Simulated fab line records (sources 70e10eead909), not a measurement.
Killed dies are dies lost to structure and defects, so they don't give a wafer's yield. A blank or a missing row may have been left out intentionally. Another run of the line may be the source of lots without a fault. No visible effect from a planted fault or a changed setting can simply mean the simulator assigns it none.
Matching of chambers | flow nand_harc | 3 sister chambers for NHARC_A_SLIT_DEP_25 on pecvd-01
The step deposits SiO2, target thk 200 nm. 30 wafers are shown with their chamber, then 12 later ones without.

## WAFERS WITH THEIR CHAMBER
wafer  | chamber | heater_power_w (W) | throttle_valve_pct (%) | heater_power_outer_w (W)
L074.3 | 0       | 774                | 17.5                   | 399
L074.4 | 1       | 529                | 16.0                   | 281
L074.5 | 2       | 385                | 17.2                   | 179
L075.1 | 0       | 638                | 17.4                   | 301
L075.2 | 2       | 389                | 17.3                   | 178
L075.5 | 0       | 651                | 17.6                   | 312
L077.1 | 1       | 510                | 16.2                   | 265
L077.4 | 0       | 732                | 17.2                   | 376
L077.5 | 1       | 531                | 16.0                   | 277
L078.3 | 0       | 702                | 17.3                   | 373
L078.5 | 1       | 452                | 16.4                   | 219
L078.6 | 2       | 481                | 17.3                   | 238
L080.3 | 1       | 593                | 15.9                   | 349
L080.4 | 1       | 612                | 15.8                   | 336
L080.6 | 0       | 621                | 17.2                   | 314
L083.1 | 2       | 465                | 16.4                   | 236
L083.3 | 1       | 571                | 16.2                   | 313
L083.6 | 2       | 466                | 16.5                   | 243
L084.1 | 1       | 570                | 16.2                   | 319
L084.2 | 2       | 508                | 16.5                   | 274
L084.5 | 0       | 625                | 17.1                   | 313
L086.1 | 0       | 627                | 17.0                   | 305
L086.4 | 0       | 628                | 16.9                   | 329
L086.6 | 1       | 574                | 16.2                   | 315
L087.3 | 2       | 481                | 16.8                   | 256
L087.4 | 2       | 491                | 16.6                   | 253
L087.6 | 0       | 686                | 17.0                   | 358
L088.4 | 2       | 433                | 16.4                   | 215
L088.5 | 1       | 569                | 16.3                   | 303
L088.6 | 0       | 618                | 17.1                   | 311

SIGNATURES (averages over the wafers above)
reading              | chamber 0 | chamber 1 | chamber 2 | scatter within a chamber
heater_power_w       | 663.82    | 551.10    | 455.44    | 48.1
throttle_valve_pct   | 17.209    | 16.120    | 16.778    | 0.272
heater_power_outer_w | 335.55    | 297.70    | 230.22    | 35.4
Rule: for each reading, subtract the chamber's mean from the wafer's reading, divide by that reading's scatter and square the result; add these up over the readings and take the root, which gives the wafer's distance from the chamber. If the next closest chamber is less than 2 further off than the closest, the wafer can't be placed; otherwise it belongs to the closest. The scatter is the square root of a quotient: the sum, over the shown wafers, of each reading's squared deviation from its chamber's mean, divided by wafers minus chambers.

## WAFERS WITHOUT THEIR CHAMBER
wafer  | heater_power_w (W) | throttle_valve_pct (%) | heater_power_outer_w (W)
L092.1 | 474                | 16.1                   | 234
L092.2 | 502                | 16.7                   | 264
L092.3 | 650                | 17.1                   | 330
L091.1 | 515                | 16.8                   | 288
L091.4 | 673                | 17.2                   | 360
L091.5 | 382                | 16.7                   | 183
L093.1 | 560                | 16.3                   | 301
L093.4 | 506                | 16.7                   | 266
L093.5 | 573                | 16.2                   | 315
L095.2 | 683                | 17.5                   | 362
L095.4 | 593                | 16.3                   | 337
L095.6 | 517                | 16.7                   | 276

## THE CHAMBER EACH PASSED THROUGH
wafer  | from the rows above          | in truth
L092.1 | can't be placed: 1 or 2      | 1
L092.2 | can't be placed: 2 or 1      | 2
L092.3 | 0                            | 0
L091.1 | can't be placed: 2 or 1 or 0 | 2
L091.4 | 0                            | 0
L091.5 | 2                            | 2
L093.1 | 1                            | 1
L093.4 | can't be placed: 2 or 1      | 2
L093.5 | 1                            | 1
L095.2 | 0                            | 0
L095.4 | 1                            | 1
L095.6 | can't be placed: 2 or 1      | 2
Placed correctly: 7 of 12. From these rows, 5 cannot be placed; in 5 the true chamber is one of the candidates. Wrongly placed: 0.
